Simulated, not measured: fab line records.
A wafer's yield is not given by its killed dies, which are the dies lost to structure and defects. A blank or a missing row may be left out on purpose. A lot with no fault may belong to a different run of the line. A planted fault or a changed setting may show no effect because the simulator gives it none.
fab line records + flow n5Finfet
[record]
- lots = 11
- wafers = 33
- lastDay = 16
route steps=1938 shown MOL_CONTACT_COAG@546 MIM_BOT_ETCH@1869 PASSIVATION@1926
lots that met no fault: from a run of the same line without faults
startH: start of the lot's first displayed wafer, in hours after the record's first day + waitH: time in hours since the lot's previous step + " repeats the value in the row above + L1.1+2: several wafers, shown together as one row + - either no value or no given start + * or withheld: withheld + < > ~ a bound
route shown NAME@n: names a module that has steps shown in the file, with the first one's number in the route + usual: average and standard deviation across the fault-free wafers + same: alike in all rows + chamber/n: place in a boat + sites: per-site readings + _std_site: the values' standard deviation + _edge_site: mean of outer sites minus mean of inner sites + radiusMm: how far each site lies from the wafer's centre + mask NAME#n: copy n + behind: the tool/chamber that last shaped the wafer + hold: cause of the lot's hold/its duration in hours/its outcome + device: whichever transistor did not switch (one of n, p or np) + end of line: at the end of the route, the tests of the same wafers + a step without rows: its recipe alone + killed: dies lost to structure and defects at the first sort, not the wafer's yield + map: a wafer's dies, x killed, . not, _ none there
set.NAME: setting as actually run; set.NAME@STEP: the setting as run at that earlier step + model.NAME: the simulator's own value behind a step, which no gauge read
one table for each step of the route and one row for each wafer, over a sample of lots
services: a tool's chamber out of use, with start hour (startH, from the record's first day; less than 0 if before it), hours out, and reason
[[steps]]
[step N5_MOL_CONTACT_COAG_PRE_CLEAN_141]
[recipe]
- gas = H2/He
- timeS = 60
- tempC = 300
[usual]
- heaterPowerW = 495/74
| lot.wafer | tool          | chamber | startH | waitH | heaterPowerW |
|-----------|---------------|---------|--------|-------|--------------|
| L349.1    | pvdSputter-03 | -       | 91.71  | 1.2   | 538          |
| L349.3    | "             | -       | "      | "     | 430          |
| L349.6    | "             | -       | "      | "     | 541          |
| L351.1    | pvdSputter-01 | -       | 103.63 | 0.4   | 557          |
| L351.4    | "             | -       | "      | "     | 607          |
| L351.6    | "             | -       | "      | "     | 474          |
| L352.2    | pvdSputter-03 | -       | 110.17 | 0.7   | 528          |
| L352.3    | "             | -       | "      | "     | 447          |
| L352.5    | "             | -       | "      | "     | 385          |
| L353.1    | pvdSputter-03 | -       | 116.66 | 0.7   | 540          |
| L353.2    | "             | -       | "      | "     | 531          |
| L353.5    | "             | -       | "      | "     | 392          |
| L354.2    | pvdSputter-03 | -       | 124.62 | 1.6   | 538          |
| L354.4    | "             | -       | "      | "     | 424          |
| L354.6    | "             | -       | "      | "     | 542          |
| L357.1    | pvdSputter-03 | -       | 140.78 | 0.7   | 536          |
| L357.2    | "             | -       | "      | "     | 378          |
| L357.5    | "             | -       | "      | "     | 379          |
| L362.1    | pvdSputter-03 | -       | 171.34 | 0.9   | 374          |
| L362.5    | "             | -       | "      | "     | 430          |
| L362.6    | "             | -       | "      | "     | 380          |
| L364.2    | pvdSputter-01 | -       | 183.35 | 0.4   | 563          |
| L364.5    | "             | -       | "      | "     | 587          |
| L364.6    | "             | -       | "      | "     | 565          |
| L368.2    | pvdSputter-03 | -       | 204.06 | 0.7   | 390          |
| L368.5    | "             | -       | "      | "     | 537          |
| L368.6    | "             | -       | "      | "     | 536          |
| L369.3    | pvdSputter-03 | -       | 216.00 | 1.9   | 528          |
| L369.4    | "             | -       | "      | "     | 445          |
| L369.5    | "             | -       | "      | "     | 439          |
| L370.1    | pvdSputter-02 | -       | 216.77 | 0.4   | 502          |
| L370.2    | "             | -       | "      | "     | 502          |
| L370.6    | "             | -       | "      | "     | 638          |
[step N5_MIM_BOT_ETCH_STRIP_01]
[recipe]
- chemistry = O2
- powerW = 600
- tempC = 60
- pressureMtorr = 30
- rfFrequencyHz = 6e+07
- biasPowerW = 0
- overashFraction = 0.5
- o2FlowSccm = 225
[usual]
- chamberPressureMTorr = 30.00/0.078
- drypumpMotorCurrentA = 5.6/0.42
- oesProductAu = 0.80/0.089
- rfVppV = 3.6/1.4
- showerheadPlenumPTorr = 2.08/0.077
- throttleValvePct = 16.68/0.17
| lot.wafer | tool       | chamber | startH | waitH | chamberPressureMTorr | drypumpMotorCurrentA | oesProductAu | rfHoursCounterH | rfVppV | showerheadPlenumPTorr | throttleValvePct |
|-----------|------------|---------|--------|-------|----------------------|----------------------|--------------|-----------------|--------|-----------------------|------------------|
| L349.1    | rieDiel-06 | 3       | 243.79 | 0.1   | 29.98                | 6.4                  | 0.69         | 226             | 4.3    | 1.98                  | 16.72            |
| L349.3    | "          | 0       | "      | "     | 30.02                | 5.1                  | 1.00         | 0               | 1.9    | 2.17                  | 16.57            |
| L349.6    | "          | 1       | "      | "     | 30.04                | 5.4                  | 0.73         | -               | 1.0    | 2.08                  | 16.48            |
| L351.1    | rieDiel-05 | 3       | 253.22 | 0.1   | 30.10                | 5.2                  | 0.85         | 40              | 3.7    | 2.04                  | 16.71            |
| L351.4    | "          | 1       | "      | "     | 29.95                | 5.2                  | 0.71         | 214             | 3.0    | 2.07                  | 16.80            |
| L351.6    | "          | 3       | "      | "     | 30.07                | 5.2                  | 0.85         | -               | 3.9    | 2.04                  | 16.72            |
| L352.2    | rieDiel-03 | 0       | 281.07 | 0.3   | 29.89                | 6.1                  | 0.76         | 138             | 2.5    | 2.03                  | 16.84            |
| L352.3    | "          | 1       | "      | "     | 30.08                | 5.3                  | 0.90         | 45              | 3.8    | 2.16                  | 16.83            |
| L352.5    | "          | 2       | "      | "     | 29.97                | 6.2                  | 0.71         | -               | 2.8    | 2.00                  | 16.86            |
| L354.2    | rieDiel-03 | 1       | 284.51 | 0.1   | 30.07                | 5.2                  | 0.88         | 46              | 3.2    | 2.16                  | 16.84            |
| L354.4    | "          | 3       | "      | "     | 30.07                | 5.6                  | 0.84         | 79              | 2.0    | 2.03                  | 16.62            |
| L354.6    | "          | 0       | "      | "     | 29.99                | 6.1                  | 0.77         | -               | 5.5    | 2.03                  | 16.76            |
| L357.1    | rieDiel-05 | 3       | 297.00 | 0.2   | 29.88                | 5.2                  | 0.85         | 55              | 6.0    | 2.04                  | 16.78            |
| L357.2    | "          | 1       | "      | "     | 29.94                | 5.2                  | 0.69         | 228             | 5.2    | 2.07                  | 16.82            |
| L357.5    | "          | 0       | "      | "     | 30.10                | 5.7                  | 0.68         | -               | 4.1    | 2.06                  | 16.82            |
| L353.1    | rieDiel-06 | 3       | 297.12 | 0.2   | 30.10                | 6.4                  | 0.69         | 241             | 5.3    | 1.98                  | 16.74            |
| L353.2    | "          | 2       | "      | "     | 29.84                | 5.7                  | 0.89         | 42              | 3.5    | 2.23                  | 16.45            |
| L353.5    | "          | 3       | "      | "     | 30.02                | 6.4                  | 0.68         | -               | 6.3    | 1.98                  | 16.70            |
| L362.1    | rieDiel-03 | 1       | 337.23 | 0.1   | 30.02                | 5.3                  | 0.86         | 66              | 4.4    | 2.15                  | 16.85            |
| L362.5    | "          | 2       | "      | "     | 30.06                | 6.2                  | 0.67         | -               | 3.2    | 1.99                  | 16.86            |
| L362.6    | "          | 3       | "      | "     | 30.03                | 5.6                  | 0.82         | -               | 2.4    | 2.02                  | 16.62            |
| L364.2    | rieDiel-03 | 1       | 352.23 | 0.1   | 29.97                | 5.3                  | 0.86         | 72              | 5.1    | 2.15                  | 16.84            |
| L364.5    | "          | 0       | "      | "     | 30.00                | 6.1                  | 0.73         | -               | 2.4    | 2.02                  | 16.82            |
| L364.6    | "          | 1       | "      | "     | 30.09                | 5.3                  | 0.86         | -               | 5.0    | 2.15                  | 16.84            |
| L368.2    | rieDiel-03 | 1       | 372.94 | 0.2   | 30.08                | 5.3                  | 0.83         | 79              | 4.2    | 2.15                  | 16.87            |
| L368.5    | "          | 1       | "      | "     | 30.00                | 5.3                  | 0.85         | -               | 1.4    | 2.14                  | 16.86            |
| L368.6    | "          | 0       | "      | "     | 30.09                | 6.1                  | 0.76         | -               | 3.1    | 2.01                  | 16.86            |
| L369.3    | rieDiel-03 | 0       | 377.94 | 0.1   | 30.02                | 6.1                  | 0.75         | 172             | 2.9    | 2.01                  | 16.92            |
| L369.4    | "          | 2       | "      | "     | 29.88                | 6.2                  | 0.67         | 241             | 3.2    | 1.99                  | 16.89            |
| L369.5    | "          | 1       | "      | "     | 30.09                | 5.4                  | 0.83         | -               | 3.3    | 2.15                  | 16.92            |
| L370.1    | rieDiel-06 | 2       | 378.37 | 0.1   | 30.05                | 5.6                  | 0.83         | 71              | 2.4    | 2.22                  | 16.50            |
| L370.2    | "          | 1       | "      | "     | 29.85                | 5.4                  | 0.70         | 211             | 2.1    | 2.06                  | 16.55            |
| L370.6    | "          | 0       | "      | "     | 29.95                | 5.1                  | 0.86         | -               | 2.9    | 2.16                  | 16.70            |
[step N5_PASSIVATION_OVL_MEAS_66]
[recipe]
- pointsPerWafer = 44
[usual]
- PASS_OPEN_OVL = -1/5.3
| lot.wafer | tool       | chamber | startH | waitH | PASS_OPEN_OVL[nm] |
|-----------|------------|---------|--------|-------|-------------------|
| L349.1    | overlay-01 | 0       | 250.13 | 0.0   | -6                |
| L349.3    | "          | 0       | "      | "     | -5                |
| L349.6    | "          | 0       | "      | "     | -8                |
| L351.1    | overlay-02 | 0       | 257.91 | 0.0   | 10                |
| L351.4    | "          | 0       | "      | "     | 8                 |
| L351.6    | "          | 0       | "      | "     | 6                 |
| L352.2    | overlay-02 | 0       | 285.85 | 0.0   | -7                |
| L352.3    | "          | 0       | "      | "     | -3                |
| L352.5    | "          | 0       | "      | "     | -1                |
| L354.2    | overlay-02 | 0       | 289.41 | 0.0   | 0                 |
| L354.4    | "          | 0       | "      | "     | 2                 |
| L354.6    | "          | 0       | "      | "     | 4                 |
| L357.1    | overlay-01 | 0       | 303.45 | 0.0   | -4                |
| L357.2    | "          | 0       | "      | "     | -3                |
| L357.5    | "          | 0       | "      | "     | -2                |
| L353.1    | overlay-01 | 0       | 304.42 | 0.0   | -4                |
| L353.2    | "          | 0       | "      | "     | -2                |
| L353.5    | "          | 0       | "      | "     | -5                |
| L362.1    | overlay-02 | 0       | 344.80 | 0.0   | 1                 |
| L362.5    | "          | 0       | "      | "     | 1                 |
| L362.6    | "          | 0       | "      | "     | 1                 |
| L364.2    | overlay-01 | 0       | 357.38 | 0.0   | 0                 |
| L364.5    | "          | 0       | "      | "     | 13                |
| L364.6    | "          | 0       | "      | "     | -3                |
| L368.2    | overlay-02 | 0       | 379.26 | 0.0   | -9                |
| L368.5    | "          | 0       | "      | "     | -2                |
| L368.6    | "          | 0       | "      | "     | -7                |
| L369.3    | overlay-02 | 0       | 382.81 | 0.0   | -3                |
| L369.4    | "          | 0       | "      | "     | 2                 |
| L369.5    | "          | 0       | "      | "     | 1                 |
| L370.1    | overlay-01 | 0       | 382.99 | 0.0   | -9                |
| L370.2    | "          | 0       | "      | "     | 0                 |
| L370.6    | "          | 0       | "      | "     | 4                 |
[step N5_PASSIVATION_STRIP_48]
[recipe]
- chemistry = O2
- powerW = 600
- tempC = 60
- pressureMtorr = 30
- rfFrequencyHz = 6e+07
- biasPowerW = 0
- overashFraction = 0.5
- o2FlowSccm = 225
[usual]
- chamberPressureMTorr = 29.99/0.12
- drypumpMotorCurrentA = 5.6/0.42
- oesProductAu = 0.81/0.095
- rfVppV = 3.9/2.3
- showerheadPlenumPTorr = 2.09/0.076
- throttleValvePct = 16.64/0.18
| lot.wafer | tool       | chamber | startH | waitH | chamberPressureMTorr | drypumpMotorCurrentA | oesProductAu | rfHoursCounterH | rfVppV | showerheadPlenumPTorr | throttleValvePct |
|-----------|------------|---------|--------|-------|----------------------|----------------------|--------------|-----------------|--------|-----------------------|------------------|
| L349.1    | rieDiel-03 | 1       | 251.03 | 0.1   | 30.12                | 5.3                  | 0.91         | 35              | 6.1    | 2.16                  | 16.82            |
| L349.3    | "          | 0       | "      | "     | 30.11                | 6.1                  | 0.77         | 127             | 3.6    | 2.03                  | 16.75            |
| L349.6    | "          | 1       | "      | "     | 29.83                | 5.3                  | 0.92         | -               | 1.5    | 2.16                  | 16.81            |
| L351.1    | rieDiel-05 | 1       | 258.52 | 0.1   | 30.01                | 5.1                  | 0.72         | 216             | 4.6    | 2.07                  | 16.82            |
| L351.4    | "          | 0       | "      | "     | 29.91                | 5.6                  | 0.69         | 219             | 1.7    | 2.06                  | 16.78            |
| L351.6    | "          | 3       | "      | "     | 30.09                | 5.2                  | 0.87         | -               | 1.5    | 2.04                  | 16.73            |
| L352.2    | rieDiel-05 | 2       | 286.46 | 0.1   | 30.17                | 5.6                  | 0.73         | 224             | 5.9    | 2.17                  | 16.50            |
| L352.3    | "          | 3       | "      | "     | 30.24                | 5.2                  | 0.86         | 51              | 2.8    | 2.04                  | 16.76            |
| L352.5    | "          | 3       | "      | "     | 29.89                | 5.2                  | 0.84         | -               | 4.9    | 2.04                  | 16.74            |
| L354.2    | rieDiel-03 | 2       | 290.09 | 0.1   | 30.15                | 6.2                  | 0.71         | 211             | 3.3    | 2.00                  | 16.79            |
| L354.4    | "          | 1       | "      | "     | 30.03                | 5.3                  | 0.89         | 49              | 2.2    | 2.16                  | 16.75            |
| L354.6    | "          | 1       | "      | "     | 29.81                | 5.3                  | 0.91         | -               | 4.8    | 2.16                  | 16.82            |
| L357.1    | rieDiel-05 | 1       | 304.06 | 0.1   | 30.01                | 5.2                  | 0.72         | 231             | 8.1    | 2.07                  | 16.79            |
| L357.2    | "          | 3       | "      | "     | 30.00                | 5.2                  | 0.83         | 57              | 3.9    | 2.04                  | 16.80            |
| L357.5    | "          | 1       | "      | "     | 29.97                | 5.2                  | 0.71         | -               | 4.6    | 2.07                  | 16.82            |
| L353.1    | rieDiel-06 | 0       | 305.24 | 0.1   | 29.80                | 5.0                  | 0.91         | 20              | 1.5    | 2.17                  | 16.77            |
| L353.2    | "          | 2       | "      | "     | 29.96                | 5.7                  | 0.86         | 45              | 2.7    | 2.23                  | 16.53            |
| L353.5    | "          | 0       | "      | "     | 29.89                | 5.0                  | 0.86         | -               | 0      | 2.17                  | 16.52            |
| L362.1    | rieDiel-06 | 3       | 345.70 | 0.1   | 30.21                | 6.4                  | 0.97         | 3               | 5.4    | 2.24                  | 16.32            |
| L362.5    | "          | 1       | "      | "     | 30.13                | 5.4                  | 0.71         | -               | 2.1    | 2.07                  | 16.51            |
| L362.6    | "          | 2       | "      | "     | 30.08                | 5.7                  | 0.84         | -               | 1.1    | 2.22                  | 16.56            |
| L364.2    | rieDiel-05 | 2       | 357.99 | 0.1   | 30.00                | 5.6                  | 0.69         | 251             | 4.8    | 2.16                  | 16.51            |
| L364.5    | "          | 3       | "      | "     | 30.18                | 5.2                  | 0.81         | -               | 6.3    | 2.03                  | 16.81            |
| L364.6    | "          | 0       | "      | "     | 30.04                | 5.7                  | 0.95         | -               | 5.1    | 2.06                  | 16.41            |
| L368.2    | rieDiel-05 | 1       | 380.11 | 0.1   | 29.90                | 5.2                  | 1.03         | 1               | 0      | 2.06                  | 16.40            |
| L368.5    | "          | 0       | "      | "     | 29.77                | 5.7                  | 0.91         | -               | 4.8    | 2.05                  | 16.35            |
| L368.6    | "          | 3       | "      | "     | 30.24                | 5.2                  | 0.80         | -               | 3.5    | 2.03                  | 16.81            |
| L369.3    | rieDiel-05 | 0       | 383.42 | 0.1   | 29.92                | 5.7                  | 0.95         | 14              | 4.1    | 2.05                  | 16.42            |
| L369.4    | "          | 3       | "      | "     | 29.80                | 5.2                  | 0.79         | -               | 3.5    | 2.02                  | 16.70            |
| L369.5    | "          | 1       | "      | "     | 30.02                | 5.2                  | 0.98         | -               | 3.7    | 2.06                  | 16.48            |
| L370.1    | rieDiel-06 | 0       | 383.60 | 0.1   | 30.15                | 5.0                  | 0.87         | 49              | 4.1    | 2.16                  | 16.68            |
| L370.2    | "          | 2       | "      | "     | 29.99                | 5.6                  | 0.82         | 73              | 1.3    | 2.22                  | 16.53            |
| L370.6    | "          | 3       | "      | "     | 29.95                | 6.4                  | 0.89         | -               | 2.5    | 2.23                  | 16.27            |
[step N5_PASSIVATION_PROBE_49]
[usual]
- defectLimitedYield = 91.3/1.5
- killed_at_M0_to_M3 = 34/11
- killed_at_M4_up = 14/6.1
- killedAtContacts = 12/5.9
- killedAtFrontEnd = 39/11
- killedAtOther = 4/3.3
- killedDies = 102/18
- killedOnRim = 13/3.8
- killedOpen = 67/13
- killedShort = 33/7.9
- sort_bin_5_function = 5.1/1
- sort_bin_6_memory = 3.3/0.7
- sortNPass = 1077/19
- sortYieldPct = 91.3/1.6
[same]
- grossDies = 1180
- killedAtBackSide = 0
- sort_bin_4_leakage[%] = 0
- sort_bin_8_speed[%] = 0
| lot.wafer | tool      | chamber | startH | waitH | defectLimitedYield[%] | killed_at_M0_to_M3 | killed_at_M4_up | killedAtContacts | killedAtFrontEnd | killedAtOther | killedDies | killedOnRim | killedOpen | killedShort | sort_bin_5_function[%] | sort_bin_6_memory[%] | sortNPass | sortYieldPct[%] |
|-----------|-----------|---------|--------|-------|-----------------------|--------------------|-----------------|------------------|------------------|---------------|------------|-------------|------------|-------------|------------------------|----------------------|-----------|-----------------|
| L368.2    | prober-01 | -       | 382.66 | 0.1   | 79.7                  | 43                 | 11              | 147              | 29               | 10            | 240        | 15          | 66         | 38          | 12.7                   | 4.5                  | 940       | 79.7            |
| L368.5    | prober-01 | -       | 382.81 | 0.2   | 86.1                  | 37                 | 11              | 81               | 32               | 3             | 164        | 30          | 61         | 25          | 8.1                    | 4.2                  | 1016      | 86.1            |
| L368.6    | prober-01 | -       | 382.86 | 0.3   | 81.7                  | 39                 | 17              | 125              | 32               | 3             | 216        | 29          | 54         | 33          | 10.2                   | 4.9                  | 964       | 81.7            |
| L369.3    | prober-02 | -       | 386.02 | 0.1   | 82.6                  | 15                 | 25              | 136              | 25               | 4             | 205        | 26          | 56         | 27          | 10.4                   | 3.7                  | 975       | 82.6            |
| L369.4    | prober-02 | -       | 386.07 | 0.2   | 82.3                  | 27                 | 10              | 145              | 25               | 2             | 209        | 24          | 70         | 20          | 11.5                   | 3.8                  | 971       | 82.3            |
| L369.5    | prober-02 | -       | 386.12 | 0.2   | 81.5                  | 30                 | 20              | 146              | 21               | 1             | 218        | 27          | 63         | 35          | 11.1                   | 4.4                  | 962       | 81.5            |
// killed by level:class
L368.2 MOL_CONTACT_COAG:unspecified=136 BEOL_M2:geometricParticle:open=13 BEOL_M3:geometricParticle:open=10 MOL_CONTACT_COAG:geometricParticle:open=10 BEOL_M2:geometricParticle:short=9 BEOL_M4:geometricParticle:open=7 BEOL_M0_SAQP:geometricParticle:short=6 PASS1_CAP:geometricParticle:short=6
L368.5 MOL_CONTACT_COAG:unspecified=77 STI_FIN_REVEAL:geometricParticle:open=8 BEOL_M1:geometricParticle:open=8 BEOL_M0_SAQP:geometricParticle:short=7 BEOL_M3:geometricParticle:open=7 FIN_SAQP:geometricParticle:open=6 BEOL_M4:geometricParticle:open=6 FIN_SAQP:geometricParticle:short=4
L368.6 MOL_CONTACT_COAG:unspecified=123 BEOL_M2:geometricParticle:open=10 FIN_SAQP:geometricParticle:short=7 STI_FIN_REVEAL:geometricParticle:open=7 BEOL_M0_SAQP:geometricParticle:short=7 BEOL_M0_SAQP:geometricParticle:open=6 FIN_SAQP:geometricParticle:open=5 BEOL_M3:geometricParticle:open=5
L369.3 MOL_CONTACT_COAG:unspecified=122 BEOL_M4:geometricParticle:open=15 MOL_CONTACT_COAG:geometricParticle:open=9 FIN_SAQP:geometricParticle:open=7 BEOL_M3:geometricParticle:open=7 FIN_SAQP:geometricParticle:short=5 MOL_CONTACT_COAG:geometricParticle:short=5 BEOL_M1:geometricParticle:open=3
L369.4 MOL_CONTACT_COAG:unspecified=119 MOL_CONTACT_COAG:geometricParticle:open=22 FIN_SAQP:geometricParticle:open=11 BEOL_M1:geometricParticle:open=9 BEOL_M0_SAQP:geometricParticle:open=8 BEOL_M4:geometricParticle:open=6 MOL_CONTACT_COAG:geometricParticle:short=4 DUMMY_GATE:geometricParticle:open=3
L369.5 MOL_CONTACT_COAG:unspecified=119 MOL_CONTACT_COAG:geometricParticle:open=18 MOL_CONTACT_COAG:geometricParticle:short=9 BEOL_M4:geometricParticle:open=8 BEOL_M3:geometricParticle:open=7 FIN_SAQP:geometricParticle:short=6 BEOL_M2:geometricParticle:open=6 FIN_SAQP:geometricParticle:open=4
[[services]]
| tool          | chamber | startH | hours | kind                        |
|---------------|---------|--------|-------|-----------------------------|
| rieDiel-06    | 3       | 94.68  | 12.9  | repair                      |
| rieDiel-03    | 1       | 121.14 | -     | clean                       |
| rieDiel-03    | 1       | 121.14 | -     | consumableReplace:focusRing |
| rieDiel-03    | 1       | 121.14 | 33.9  | scheduledDown               |
| rieDiel-03    | 1       | 121.14 | 33.9  | ventCycle                   |
| rieDiel-05    | 3       | 128.67 | -     | clean                       |
| rieDiel-05    | 3       | 128.67 | -     | consumableReplace:focusRing |
| rieDiel-05    | 3       | 128.67 | 11.6  | scheduledDown               |
| rieDiel-05    | 3       | 128.67 | 11.6  | ventCycle                   |
| rieDiel-05    | 2       | 169.34 | 16.3  | repair                      |
| rieDiel-05    | 0       | 170.33 | 5.8   | repair                      |
| rieDiel-03    | 0       | 223.19 | 7.0   | repair                      |
| rieDiel-06    | 3       | 249.82 | 7.8   | repair                      |
| rieDiel-06    | 1       | 268.25 | 3.5   | repair                      |
| rieDiel-05    | 1       | 280.42 | 2.5   | repair                      |
| pvdSputter-01 | -       | 290.79 | 0.8   | repair                      |
| pvdSputter-01 | -       | 294.87 | 7.9   | repair                      |
| pvdSputter-02 | -       | 330.33 | 4.9   | repair                      |
| rieDiel-05    | 0       | 343.60 | -     | clean                       |
| rieDiel-05    | 0       | 343.60 | -     | consumableReplace:focusRing |
| rieDiel-05    | 0       | 343.60 | 13.6  | scheduledDown               |
| rieDiel-05    | 0       | 343.60 | 13.6  | ventCycle                   |
| rieDiel-05    | 1       | 357.20 | -     | clean                       |
| rieDiel-05    | 1       | 357.20 | -     | consumableReplace:focusRing |
[[key]]
[firstSign]
- step = N5_PASSIVATION_PROBE_49
- reading = killedAtContacts
- direction = up
- sigmas = 20
- usual = 12
- struck = 130
[effect]
- step = N5_PASSIVATION_PROBE_49
- reading = defectLimitedYield
- direction = down
- sigmas = 6
- usual = 91.3
- struck = 82.3
[moreKillsBornAt]
- N5_MOL_CONTACT_COAG_PRE_CLEAN_141@pvdSputter-03 = 696
metAt N5_MOL_CONTACT_COAG_PRE_CLEAN_141
struckLots L368,L369
notActingAt N5_MIM_BOT_ETCH_STRIP_01,N5_PASSIVATION_OVL_MEAS_66,N5_PASSIVATION_STRIP_48
onsetBetween 171.34 204.06
[fault]
- kind = chamberParticleSource
- tool = pvdSputter-03
- chamber = -
- onsetH = 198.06
- steps = N5_MOL_CONTACT_COAG_PRE_CLEAN_141
- ratePerVisitCm2 = 1.1702
- endH = 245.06
